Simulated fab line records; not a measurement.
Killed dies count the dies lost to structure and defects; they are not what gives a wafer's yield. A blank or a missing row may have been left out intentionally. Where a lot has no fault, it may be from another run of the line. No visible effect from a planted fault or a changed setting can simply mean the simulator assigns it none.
fab line records + flow n5-finfet
record
- lots=7
- wafers=39
route steps=1938 shown WELL_APT@32 FIN_SAQP@96 DUMMY_GATE@214 HKMG_FIN@388 MOL_CONTACT_COAG@570 BEOL_M4@1111
start-h: start of the lot's first displayed wafer, in hours after the record's first day + wait-h: time in hours since the lot's previous step + " same as the row above + L1.1+2: one row covering several wafers at once + - no value, or no start given + * or withheld: withheld + < > ~ a bound
route shown NAME@n: NAME is a module with steps in the file, n the number in the route of the first one + usual: mean and standard deviation over wafers with no fault + same: alike in all rows + chamber/n: place in a boat + sites: the reading at each site + _std_site: how widely they spread, as a standard deviation + _edge_site: mean of outer sites minus mean of inner sites + radius-mm: for every site, how far away it sits from the centre of the wafer + mask NAME#n: copy n + behind: tool/chamber where the wafer was last shaped + hold: what put the lot on hold/how long, in hours/how the hold closed + device: which transistor (n, p or np) failed to switch + end of line: the route-end tests of the same wafers + a step with no rows: only its recipe + killed: the dies lost at the first sort to structure and to defects; this is not the yield of the wafer + map: per-die view of a wafer (x killed, . not killed, _ where there is no die)
set.NAME: the setting as run; set.NAME@STEP: as run at that earlier step + model.NAME: the simulator's own value behind a step, which no gauge read
lots where settings were altered on purpose, with a table for each step and a row for each wafer
## steps
# step N5_WELL_APT_IMPLANT_14
# recipe
- species=P
- energy-kev=160
- dose-cm2=1.5e+13
- tilt-deg=0
- rotation-deg=0
# step N5_FIN_SAQP_HM_DEP_03
# recipe
- material=SiNx
- target-thk-a=380
- temp-c=400
- precursor=SiH4/NH3/N2
- pressure-torr=1.5
- rf-w=300
- time-s=33.6
# step N5_DUMMY_GATE_ALD_02
# recipe
- material=SiO2
- target-thk-a=20
- temp-c=300
- ald-precursor-family=BDEAS
- ald-co-reactant=O2-plasma
- pulse-time-s=1
- pressure-torr=2
# step N5_DUMMY_GATE_ETCH_42
# recipe
- chemistry=CHF3/O2
- target=SiO2
- target-depth-a=35
- time-s=31
- ion-energy-ev=30
- bias-w=12
- pressure-mtorr=30
- source-w=600
- Ar_flow_sccm=200
- CHF3_flow_sccm=50
- O2_flow_sccm=5
# step N5_HKMG_FIN_ALD_74
# recipe
- material=La2O3
- target-thk-a=5
- temp-c=250
- ald-precursor-family=La-Cp
- ald-co-reactant=O3
- pulse-time-s=6
- co-reactant-pulse-time-s=1
- purge-time-s=3
- co-reactant-purge-time-s=3
# step N5_HKMG_FIN_EXPOSE_09
# recipe
- mask-id=NWFM
- na=1.35
- source-shape=conventional
- sigma-outer=0.8
- polarization=unpolarized
- dose-mj=39.25
# step N5_MOL_CONTACT_COAG_EXPOSE_81
# recipe
- mask-id=VG
- na=0.33
- source-shape=annular
- sigma-inner=0.3
- sigma-outer=0.7
- polarization=unpolarized
- defocus-nm=0
- dose-mj=59.5
# step N5_MOL_CONTACT_COAG_ETCH_91
# recipe
- chemistry=N2/H2
- target=SOC
- target-depth-a=600
- overetch-a=210
- mask-material=SiARC
- temp-c=40
- time-s=101.2
- ion-energy-ev=200
- pressure-mtorr=30
- source-w=840
- bias-w=150
- n2-flow-sccm=200
- h2-flow-sccm=200
# step N5_BEOL_M4_RC_MEAS_101
# usual
- IOFF_P_LONG=0.000106/9.7e-06
- RS_NWELL=1037/6.6
- VT_P_LONG=-275/3.3
| lot.wafer | tool      | chamber | start-h | wait-h | set.energy-kev@WELL_APT_IMPLANT_14 | set.time-s@FIN_SAQP_HM_DEP_03 | set.target-thk-a@DUMMY_GATE_ALD_02 | set.bias-w@DUMMY_GATE_ETCH_42 | set.co-reactant-pulse-time-s@HKMG_FIN_ALD_74 | set.dose-mj@HKMG_FIN_EXPOSE_09 | set.dose-mj@MOL_CONTACT_COAG_EXPOSE_81 | set.time-s@MOL_CONTACT_COAG_ETCH_91 | IOFF_P_LONG[nA/um] | RS_NWELL[ohm/sq] | VT_P_LONG[mV] |
|-----------|-----------|---------|---------|--------|------------------------------------|-------------------------------|------------------------------------|-------------------------------|----------------------------------------------|--------------------------------|----------------------------------------|-------------------------------------|--------------------|------------------|---------------|
| L078.1    | prober-01 | 0       | 199.61  | 0.1    | 160                                | 35.63                         | 18.97                              | 12                            | 1                                            | 37.68                          | 59.5                                   | 94.67                               | 8.8e-05            | 1034             | -277          |
| L078.2    | "         | 0       | "       | "      | 153.9                              | 35.63                         | 20                                 | 12                            | 1                                            | 39.25                          | 63.51                                  | 101.2                               | 9.8e-05            | 1061             | -276          |
| L078.3    | "         | 0       | "       | "      | 153.9                              | 33.6                          | 18.97                              | 12                            | 1                                            | 39.25                          | 59.5                                   | 101.2                               | 9.3e-05            | 1059             | -279          |
| L078.4    | "         | 0       | "       | "      | 160                                | 35.63                         | 20                                 | 12                            | 1                                            | 39.25                          | 63.51                                  | 94.67                               | 8.9e-05            | 1042             | -282          |
| L078.5    | "         | 0       | "       | "      | 153.9                              | 33.6                          | 20                                 | 12                            | 1                                            | 37.68                          | 59.5                                   | 101.2                               | 9e-05              | 1073             | -280          |
| L078.6    | "         | 0       | "       | "      | 160                                | 33.6                          | 18.97                              | 12                            | 1                                            | 37.68                          | 63.51                                  | 94.67                               | 0.0001             | 1027             | -279          |
| L081.1    | prober-02 | 0       | 208.85  | 0.0    | 160                                | 33.6                          | 20                                 | 10.6                          | 0.9146                                       | 39.25                          | 55.94                                  | 101.2                               | 9.5e-05            | 1034             | -280          |
| L081.2    | "         | 0       | "       | "      | 160                                | 36.17                         | 20                                 | 10.6                          | 1                                            | 40.42                          | 55.94                                  | 85.86                               | 8.4e-05            | 1030             | -280          |
| L081.3    | "         | 0       | "       | "      | 169                                | 36.17                         | 20                                 | 10.6                          | 1                                            | 40.42                          | 59.5                                   | 101.2                               | 9.1e-05            | 1002             | -279          |
| L081.4    | "         | 0       | "       | "      | 169                                | 33.6                          | 20                                 | 12                            | 0.9146                                       | 40.42                          | 55.94                                  | 85.86                               | 9.7e-05            | 1002             | -279          |
| L081.5    | "         | 0       | "       | "      | 169                                | 33.6                          | 20                                 | 12                            | 1                                            | 39.25                          | 59.5                                   | 101.2                               | 8.9e-05            | 1000             | -280          |
| L081.6    | "         | 0       | "       | "      | 160                                | 36.17                         | 20                                 | 12                            | 0.9146                                       | 39.25                          | 59.5                                   | 85.86                               | 9.3e-05            | 1037             | -278          |
| L082.1    | prober-02 | 0       | 215.61  | 0.0    | 160                                | 29.66                         | 20                                 | 10.36                         | 1                                            | 39.25                          | 59.5                                   | 87.76                               | 0.0001             | 1037             | -281          |
| L082.2    | "         | 0       | "       | "      | 160                                | 33.6                          | 20                                 | 10.36                         | 1.109                                        | 39.25                          | 59.5                                   | 101.2                               | 9.2e-05            | 1047             | -280          |
| L082.3    | "         | 0       | "       | "      | 160                                | 33.6                          | 20                                 | 12                            | 1                                            | 39.25                          | 59.5                                   | 87.76                               | 9.9e-05            | 1045             | -276          |
| L082.4    | "         | 0       | "       | "      | 160                                | 33.6                          | 20                                 | 10.36                         | 1                                            | 39.25                          | 57.91                                  | 101.2                               | 9.7e-05            | 1037             | -277          |
| L082.5    | "         | 0       | "       | "      | 160                                | 29.66                         | 20                                 | 12                            | 1.109                                        | 39.25                          | 57.91                                  | 87.76                               | 9.1e-05            | 1039             | -281          |
| L082.6    | "         | 0       | "       | "      | 160                                | 29.66                         | 20                                 | 12                            | 1.109                                        | 39.25                          | 57.91                                  | 101.2                               | 9e-05              | 1037             | -280          |
| L084.1    | prober-01 | 0       | 239.21  | 0.0    | 160                                | 33.6                          | 20                                 | 12                            | 1                                            | 39.25                          | 59.5                                   | 101.2                               | 0.000101           | 1042             | -276          |
| L084.3    | "         | 0       | "       | "      | 160                                | 33.6                          | 20                                 | 12                            | 1                                            | 39.25                          | 59.5                                   | 101.2                               | 0.000107           | 1046             | -278          |
| L084.4    | "         | 0       | "       | "      | 160                                | 33.6                          | 20                                 | 12                            | 1                                            | 39.25                          | 59.5                                   | 101.2                               | 0.000104           | 1038             | -275          |
| L090.1    | prober-01 | 0       | 263.71  | 0.0    | 160                                | 33.6                          | 20                                 | 12                            | 1                                            | 39.25                          | 59.5                                   | 101.2                               | 0.000119           | 1048             | -270          |
| L090.2    | "         | 0       | "       | "      | 160                                | 35.89                         | 20                                 | 12                            | 1                                            | 39.25                          | 61.3                                   | 124.5                               | 0.000119           | 1047             | -271          |
| L090.3    | "         | 0       | "       | "      | 160                                | 35.89                         | 21.98                              | 10.22                         | 1                                            | 37.58                          | 61.3                                   | 101.2                               | 0.000122           | 1051             | -271          |
| L090.4    | "         | 0       | "       | "      | 160                                | 33.6                          | 21.98                              | 10.22                         | 1                                            | 39.25                          | 59.5                                   | 101.2                               | 0.000115           | 1035             | -272          |
| L090.5    | "         | 0       | "       | "      | 160                                | 33.6                          | 20                                 | 10.22                         | 1                                            | 37.58                          | 61.3                                   | 124.5                               | 0.00012            | 1047             | -272          |
| L090.6    | "         | 0       | "       | "      | 160                                | 35.89                         | 21.98                              | 12                            | 1                                            | 37.58                          | 59.5                                   | 124.5                               | 0.000117           | 1035             | -270          |
| L092.1    | prober-02 | 0       | 271.44  | 0.0    | 170.4                              | 33.6                          | 20                                 | 12                            | 0.7912                                       | 40.13                          | 62.38                                  | 101.2                               | 0.000131           | 994              | -266          |
| L092.2    | "         | 0       | "       | "      | 160                                | 33.6                          | 21.66                              | 10.16                         | 1                                            | 39.25                          | 59.5                                   | 118.2                               | 0.000112           | 1033             | -271          |
| L092.3    | "         | 0       | "       | "      | 170.4                              | 28.95                         | 20                                 | 10.16                         | 1                                            | 39.25                          | 62.38                                  | 101.2                               | 0.00011            | 997              | -274          |
| L092.4    | "         | 0       | "       | "      | 160                                | 28.95                         | 21.66                              | 10.16                         | 0.7912                                       | 40.13                          | 62.38                                  | 118.2                               | 0.000129           | 1044             | -268          |
| L092.5    | "         | 0       | "       | "      | 160                                | 28.95                         | 20                                 | 12                            | 1                                            | 40.13                          | 59.5                                   | 118.2                               | 0.000115           | 1028             | -274          |
| L092.6    | "         | 0       | "       | "      | 170.4                              | 33.6                          | 21.66                              | 12                            | 0.7912                                       | 39.25                          | 59.5                                   | 101.2                               | 0.000128           | 1006             | -268          |
| L093.1    | prober-02 | 0       | 285.84  | 0.0    | 160                                | 33.6                          | 18.38                              | 12                            | 0.8309                                       | 40.34                          | 59.5                                   | 101.2                               | 0.000121           | 1033             | -269          |
| L093.2    | "         | 0       | "       | "      | 160                                | 36.31                         | 20                                 | 9.914                         | 0.8309                                       | 40.34                          | 56.35                                  | 101.2                               | 0.000127           | 1037             | -268          |
| L093.3    | "         | 0       | "       | "      | 160                                | 36.31                         | 20                                 | 12                            | 0.8309                                       | 39.25                          | 59.5                                   | 85.39                               | 0.000124           | 1032             | -267          |
| L093.4    | "         | 0       | "       | "      | 160                                | 33.6                          | 18.38                              | 9.914                         | 1                                            | 40.34                          | 56.35                                  | 85.39                               | 0.000111           | 1033             | -272          |
| L093.5    | "         | 0       | "       | "      | 160                                | 33.6                          | 20                                 | 12                            | 1                                            | 39.25                          | 56.35                                  | 85.39                               | 0.00011            | 1037             | -274          |
| L093.6    | "         | 0       | "       | "      | 160                                | 36.31                         | 18.38                              | 9.914                         | 1                                            | 39.25                          | 59.5                                   | 101.2                               | 0.000107           | 1031             | -273          |
## key
split
- step=N5_WELL_APT_IMPLANT_14
- setting=energy-kev
- stated-as=160
response
- step=N5_BEOL_M4_RC_MEAS_101
- reading=RS_NWELL
- slope=-6.02
- per=1%
- together-with=all
- explained=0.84
split
- step=N5_FIN_SAQP_HM_DEP_03
- setting=time-s
- stated-as=33.6
response none clear
split
- step=N5_DUMMY_GATE_ALD_02
- setting=target-thk-a
- stated-as=20
response none clear
split
- step=N5_DUMMY_GATE_ETCH_42
- setting=bias-w
- stated-as=12
response none clear
split
- step=N5_HKMG_FIN_ALD_74
- setting=co-reactant-pulse-time-s
- stated-as=1
response
- step=N5_BEOL_M4_RC_MEAS_101
- reading=IOFF_P_LONG
- slope=-8e-07
- per=1%
- together-with=all
- explained=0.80
response
- step=N5_BEOL_M4_RC_MEAS_101
- reading=VT_P_LONG
- slope=-0.225
- per=1%
- together-with=all
- explained=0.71
split
- step=N5_HKMG_FIN_EXPOSE_09
- setting=dose-mj
- stated-as=39.25
response none clear
split
- step=N5_MOL_CONTACT_COAG_EXPOSE_81
- setting=dose-mj
- stated-as=59.5
response none clear
split
- step=N5_MOL_CONTACT_COAG_ETCH_91
- setting=time-s
- stated-as=101.2
response none clear
